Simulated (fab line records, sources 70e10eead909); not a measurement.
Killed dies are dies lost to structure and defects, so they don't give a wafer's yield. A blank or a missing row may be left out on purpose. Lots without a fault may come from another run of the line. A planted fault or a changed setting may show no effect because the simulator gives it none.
Problem report in the 8D (eight disciplines) form, filled by code | flow nand_harc | the parts of the form that need people (team, actions taken, sign-off) are left out

1. THE PROBLEM
killed_at_array at NHARC_END_SORT_01 reads a mean of 126 on 3 wafers of 2 lots; wafers without a fault read 29 with a standard deviation of 11. That is +8.8 standard deviations from the usual mean.
First seen on wafer L878.1, day 22 00:25, on prober-01. The record holds 6 wafers of 2 lots with a number at this step. Rule for "out", or "out of limits": more than 4 standard deviations from the usual mean. The other wafers with a number count as sound.

2. WHAT IT IS AND WHAT IT IS NOT
question                    | is                           | is not
which readings at this step | killed_at_array, killed_dies | killed_at_other, killed_at_periphery, killed_open, killed_short
which lots                  | L878, L881                   | -
which wafers of those lots  | L878.1, L878.6, L881.2       | L878.5, L881.1, L881.3
read on which gauges        | prober-01, prober-02         | -
when                        | from day 22 00:25            | up to then (0 sound wafers); but 3 sound wafers of L878, L881 came after

3. SUSPECTS, AND WHAT RULES EACH OUT
Counting: a tool at a process step up to the reading stays a suspect if it ran every lot that is out. Sound lots after the first of them don't rule it out here, since some wafers of a struck lot are sound.
- the gauge at NHARC_END_SORT_01: ruled out. The wafers that are out were read on 2 gauges (prober-01, prober-02).
- har_cap_etch-02 at NHARC_A_CONTACT_ETCH_129 (etches the open film in C4F8/O2/Ar, time 155 s, target depth 956 nm): kept. It ran every lot that is out, first L878 (day 19 03:06).
- Within har_cap_etch-02 at NHARC_A_CONTACT_ETCH_129: the wafers that are out ran in chamber 1; their sound lot-mates ran in chamber 0.
Left after counting: har_cap_etch-02 at NHARC_A_CONTACT_ETCH_129.

4. THE CAUSE (what the simulator had put in)
Chamber particle source: har_cap_etch-02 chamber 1, from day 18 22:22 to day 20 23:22, at NHARC_A_CONTACT_ETCH_129. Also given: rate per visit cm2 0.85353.
Counting left only this tool.

5. THE CHAIN OF EFFECTS, in route order
Each row: a reading whose mean over the struck wafers that have a number lies more than 3 standard deviations from the usual. Only readings for which the record gives a usual standard deviation are gone through. hours: the time from each lot's start at the first step in this table that gives one to its start at this step, as a median over the lots. sigmas: the change in usual standard deviations.
hours | step              | reading         | usual | on struck wafers | change | sigmas
0     | NHARC_END_SORT_01 | killed_at_array | 29    | 126              | +97    | +8.8
0     | NHARC_END_SORT_01 | killed_dies     | 33    | 130              | +97    | +8.8

6. WHAT WOULD HAVE CAUGHT IT SOONER
In this record the first reading out of limits at a measuring or inspecting step was taken at day 22 00:25, 74 hours after the fault began at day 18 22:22.
All the lots that are out (2) had begun NHARC_A_CONTACT_ETCH_129 on har_cap_etch-02 by day 22 00:25. A hold on the tool at that time would have spared none of them.
